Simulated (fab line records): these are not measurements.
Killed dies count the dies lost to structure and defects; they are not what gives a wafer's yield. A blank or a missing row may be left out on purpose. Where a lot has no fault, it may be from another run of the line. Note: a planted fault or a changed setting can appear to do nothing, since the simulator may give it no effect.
What tool caused it? | flow n5Finfet | 14 lots, 40 wafers sampled, at 2 steps of a route of 1938

WHAT THE GAUGES SHOWED, per wafer
N5_BEOL_M9_THK_MEAS_01. Usual: M9_ILD_THK gives 269 nm (standard deviation 3.4).
lot  | measured     | on           | M9_ILD_THK (nm) | flag
L562 | day 9 12:31  | filmMetro-02 | 264 266         | 
L563 | day 9 19:36  | filmMetro-02 | 267 266 271     | 
L564 | day 10 01:08 | filmMetro-02 | 267 271 270     | 
L567 | day 10 16:17 | filmMetro-02 | 270 266 271     | 
L568 | day 11 01:02 | filmMetro-01 | 267 266 273     | 
L570 | day 11 04:59 | filmMetro-01 | 269 266 271     | 
L574 | day 12 22:41 | filmMetro-01 | 270 270 275     | 
L579 | day 13 16:46 | filmMetro-02 | 266 275         | 
L578 | day 14 09:44 | filmMetro-02 | 264 270 271     | 
L580 | day 15 00:58 | filmMetro-01 | 263 268 270     | 
L581 | day 15 16:54 | filmMetro-01 | 264 269 273     | 
L582 | day 15 22:16 | filmMetro-01 | 265 273 270     | 
L585 | day 17 00:59 | filmMetro-02 | 266 267 275     | 
L583 | day 17 10:56 | filmMetro-02 | 266 267 268     | 

WHICH TOOL RAN EACH LOT (tool, then ch and the chambers of the sampled wafers, then the start)
lot  | N5_BEOL_M9_CURE_71
L562 | uvCure-03 ch 1, day 9 11:59
L563 | uvCure-01 ch 0, day 9 19:05
L564 | uvCure-01 ch 1, day 10 00:37
L567 | uvCure-02 ch 1, day 10 15:50
L568 | uvCure-02 ch 0, day 11 00:31
L570 | uvCure-02 ch 0, day 11 04:28
L574 | uvCure-01 ch 2, day 12 22:10
L579 | uvCure-02 ch 2, day 13 16:20
L578 | uvCure-02 ch 0, day 14 08:59
L580 | uvCure-02 ch 1, day 15 00:28
L581 | uvCure-01 ch 1, day 15 16:32
L582 | uvCure-02 ch 0, day 15 21:45
L585 | uvCure-01 ch 1, day 17 00:28
L583 | uvCure-03 ch 2, day 17 10:30
- N5_BEOL_M9_CURE_71: cures SiCOH lowk, time 240 s.

WHAT THE TOOLS THEMSELVES READ (means of the sampled wafers that have a number; where no wafer has one, the mark that the record gives instead)
N5_BEOL_M9_CURE_71. Usual: lampPowerPct 52.31 %, standard deviation 0.052; wafer_temp_C_max 386.8, standard deviation 0.51.
lot  | tool      | lampPowerPct (%) | wafer_temp_C_max | flag
L562 | uvCure-03 | 52.28            | 386.3            | 
L563 | uvCure-01 | 52.34            | 386.9            | 
L564 | uvCure-01 | 52.28            | 386.8            | 
L567 | uvCure-02 | 52.32            | 386.3            | 
L568 | uvCure-02 | 52.28            | 386.9            | 
L570 | uvCure-02 | 52.34            | 387.4            | 
L574 | uvCure-01 | 52.33            | 386.3            | 
L579 | uvCure-02 | 52.33            | 386.9            | 
L578 | uvCure-02 | 52.32            | 387.0            | 
L580 | uvCure-02 | 52.28            | 386.5            | 
L581 | uvCure-01 | 52.33            | 387.6            | 
L582 | uvCure-02 | 52.33            | 386.8            | 
L585 | uvCure-01 | 52.33            | 386.8            | 
L583 | uvCure-03 | 52.27            | 386.5            | 

THE ANSWER, worked out from the rows above alone
Rule: take the mean of a lot's wafers that have a number; if it is more than 3 standard deviations from the usual mean, the lot is off. Also off: a lot with no number at a reading for which 4 or more lots have one. The other lots that the step has rows for count as sound. The gauges are gone through in route order, then the tools' own readings, and for those a lot's mean is taken as printed above. The first step at which some lot is off is used, and at that step the reading that is off furthest; a lot without a number counts as furthest.
No lot is off on any of the readings shown, so nothing can be concluded from this.

WHAT THE SIMULATOR PUT IN
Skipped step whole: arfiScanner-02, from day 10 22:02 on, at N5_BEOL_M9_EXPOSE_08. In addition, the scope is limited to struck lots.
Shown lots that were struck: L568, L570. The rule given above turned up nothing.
